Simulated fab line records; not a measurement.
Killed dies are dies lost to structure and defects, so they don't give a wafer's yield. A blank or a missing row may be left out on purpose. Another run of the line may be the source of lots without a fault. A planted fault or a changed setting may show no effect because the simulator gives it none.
Chamber matching | flow n5-finfet | N5_BEOL_M9_ETCH_61 on rie-diel-02 has 4 sister chambers
The step etches SiARC in CF4, target depth 39 nm, time 65 s. 4 wafers are shown with their chamber, then 10 later ones without.

== WAFERS, EACH WITH ITS CHAMBER ==
wafer  | chamber | drypump-motor-current-A (A)
L083.2 | 1       | 5.9
L091.5 | 0       | 6.6
L093.1 | 3       | 5.9
L093.2 | 2       | 5.2

== WAFERS WITHOUT THEIR CHAMBER ==
wafer  | drypump-motor-current-A (A)
L093.4 | 5.9
L095.2 | 5.9
L095.3 | 5.3
L095.4 | 6.5
L096.2 | 6.5
L096.3 | 5.3
L096.4 | 5.9
L097.2 | 5.9
L097.4 | 5.9
L097.5 | 5.2

== THE CHAMBER EACH PASSED THROUGH ==
wafer  | from the rows above     | in truth
L093.4 | can't be placed: 1 or 3 | 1
L095.2 | can't be placed: 1 or 3 | 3
L095.3 | 2                       | 2
L095.4 | 0                       | 0
L096.2 | 0                       | 0
L096.3 | 2                       | 2
L096.4 | can't be placed: 1 or 3 | 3
L097.2 | can't be placed: 1 or 3 | 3
L097.4 | can't be placed: 1 or 3 | 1
L097.5 | 2                       | 2
Correct placement for 5 of the 10. Unplaceable from these rows: 5, with the true chamber sitting among the candidates in 5. Number placed wrongly: 0.
How it was worked out, from the rows above alone: a wafer's distance from a chamber is the root of the sum, over the readings, of the square of ((its reading less the chamber's mean) divided by the reading's scatter). If the next closest chamber is less than 2 further off than the closest, the wafer can't be placed; otherwise it belongs to the closest. The mean given for a chamber averages the wafers shown for that chamber. The scatter: with one shown wafer a chamber, the root of the mean of the squares of how far each hidden wafer lies from its nearest shown one.
